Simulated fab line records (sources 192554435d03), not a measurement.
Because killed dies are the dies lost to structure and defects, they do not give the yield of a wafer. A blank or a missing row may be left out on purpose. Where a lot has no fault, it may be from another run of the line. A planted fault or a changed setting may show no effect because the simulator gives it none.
Matching of chambers	flow n5-finfet	N5_BEOL_M5_CO_CAP_78 on cvd-co-01: 3 sister chambers
The step material Co, precursor CCTBA/H2, target thk 2 nm, time 102.1 s. 24 wafers are shown with their chamber, then 12 later ones without.

WAFERS PAIRED WITH THEIR CHAMBERS
wafer	chamber	heater-power-w (W)
L076.2	2	243
L076.4	0	270
L076.5	1	286
L078.1	0	259
L078.4	0	269
L078.5	1	285
L079.1	0	273
L079.3	2	237
L079.5	0	266
L082.1	1	280
L082.3	0	269
L082.5	0	266
L083.2	1	275
L083.5	2	241
L083.6	1	279
L086.3	0	270
L086.4	1	283
L086.5	2	243
L087.1	0	269
L087.4	1	276
L087.5	0	274
L088.2	1	285
L088.3	2	236
L088.5	2	239

SIGNATURES (averages over the wafers above)
reading	chamber 0	chamber 1	chamber 2	scatter within a chamber
heater-power-w	268.50	281.12	239.83	3.97
Rule: a wafer's distance from a chamber is the root of the sum, over the readings, of the square of ((its reading less the chamber's mean) divided by the reading's scatter). The wafer belongs to the nearest chamber; if the next one is less than 2 further off, it can't be placed. The scatter: take each reading less its chamber's mean, square it, sum over the shown wafers, divide by the number of wafers less the number of chambers, and take the root.

WAFERS WITHOUT THEIR CHAMBER
wafer	heater-power-w (W)
L089.1	272
L089.2	280
L089.4	285
L091.3	269
L091.4	239
L091.6	270
L095.1	275
L095.2	282
L095.3	242
L097.1	238
L097.3	281
L097.6	269

WHICH CHAMBER EACH WENT THROUGH
wafer	from the rows above	in truth
L089.1	can't be placed: 0 or 1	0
L089.2	1	1
L089.4	1	1
L091.3	0	0
L091.4	2	2
L091.6	0	0
L095.1	can't be placed: 1 or 0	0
L095.2	1	1
L095.3	2	2
L097.1	2	2
L097.3	1	1
L097.6	0	0
Correct placement for 10 of the 12. From these rows, 2 cannot be placed; in 2 the true chamber is one of the candidates. 0 placed wrongly.
